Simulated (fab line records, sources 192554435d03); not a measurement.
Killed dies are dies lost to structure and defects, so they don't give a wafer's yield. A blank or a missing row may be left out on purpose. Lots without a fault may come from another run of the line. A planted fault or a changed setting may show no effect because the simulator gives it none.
Chamber matching | flow n5_finfet | N5_BEOL_M3_STRIP_66 on rie_diel-04: 4 sister chambers
The step strips in CF4. 16 wafers are shown with their chamber, then 8 later ones without.

WAFERS WITH THEIR CHAMBER
wafer  | chamber | showerhead_plenum_p_Torr (Torr) | drypump_motor_current_A (A) | throttle_valve_pct (%)
L075.2 | 2       | 1.73                            | 5.1                         | 13.73
L075.4 | 3       | 1.85                            | 4.9                         | 13.70
L075.6 | 0       | 1.80                            | 5.3                         | 13.42
L076.1 | 2       | 1.73                            | 5.1                         | 13.74
L076.4 | 3       | 1.85                            | 4.9                         | 13.71
L076.6 | 1       | 1.87                            | 5.0                         | 13.93
L081.1 | 0       | 1.80                            | 5.3                         | 13.44
L081.2 | 1       | 1.86                            | 4.9                         | 13.97
L081.6 | 1       | 1.86                            | 4.9                         | 13.97
L084.2 | 3       | 1.85                            | 4.9                         | 13.72
L084.5 | 3       | 1.85                            | 4.9                         | 13.72
L084.6 | 0       | 1.80                            | 5.3                         | 13.47
L087.2 | 3       | 1.85                            | 4.9                         | 13.75
L087.3 | 1       | 1.86                            | 4.9                         | 13.98
L087.6 | 1       | 1.86                            | 4.9                         | 13.99
L089.1 | 1       | 1.86                            | 4.9                         | 13.99

SIGNATURES (means of the wafers above)
reading                  | chamber 0 | chamber 1 | chamber 2 | chamber 3 | scatter within a chamber
showerhead_plenum_p_Torr | 1.8000    | 1.8617    | 1.7300    | 1.8500    | 0.00264
drypump_motor_current_A  | 5.300     | 4.917     | 5.100     | 4.900     | 0.0264
throttle_valve_pct       | 13.4433   | 13.9717   | 13.7350   | 13.7200   | 0.0208
Rule: a wafer's distance from a chamber is the root of the sum, over the readings, of the square of ((its reading less the chamber's mean) divided by the reading's scatter). The wafer belongs to the nearest chamber; if the next one is less than 2 further off, it can't be placed. The scatter: the root of (the sum of the squares of (reading less its chamber's mean) over the shown wafers, divided by (wafers less chambers)).

WAFERS WITHOUT THEIR CHAMBER
wafer  | showerhead_plenum_p_Torr (Torr) | drypump_motor_current_A (A) | throttle_valve_pct (%)
L089.4 | 1.85                            | 5.0                         | 13.75
L089.6 | 1.72                            | 5.1                         | 13.77
L094.3 | 1.84                            | 4.9                         | 13.75
L094.5 | 1.86                            | 4.9                         | 14.00
L094.6 | 1.79                            | 5.3                         | 13.49
L097.3 | 1.85                            | 4.9                         | 14.04
L097.4 | 1.79                            | 5.3                         | 13.52
L097.5 | 1.72                            | 5.1                         | 13.83

WHICH CHAMBER EACH WENT THROUGH
wafer  | from the rows above | in truth
L089.4 | 3                   | 3
L089.6 | 2                   | 2
L094.3 | 3                   | 3
L094.5 | 1                   | 1
L094.6 | 0                   | 0
L097.3 | 1                   | 1
L097.4 | 0                   | 0
L097.5 | 2                   | 2
Placed correctly: 8 of 8. Can't be placed from these rows: 0. Placed wrongly: 0.
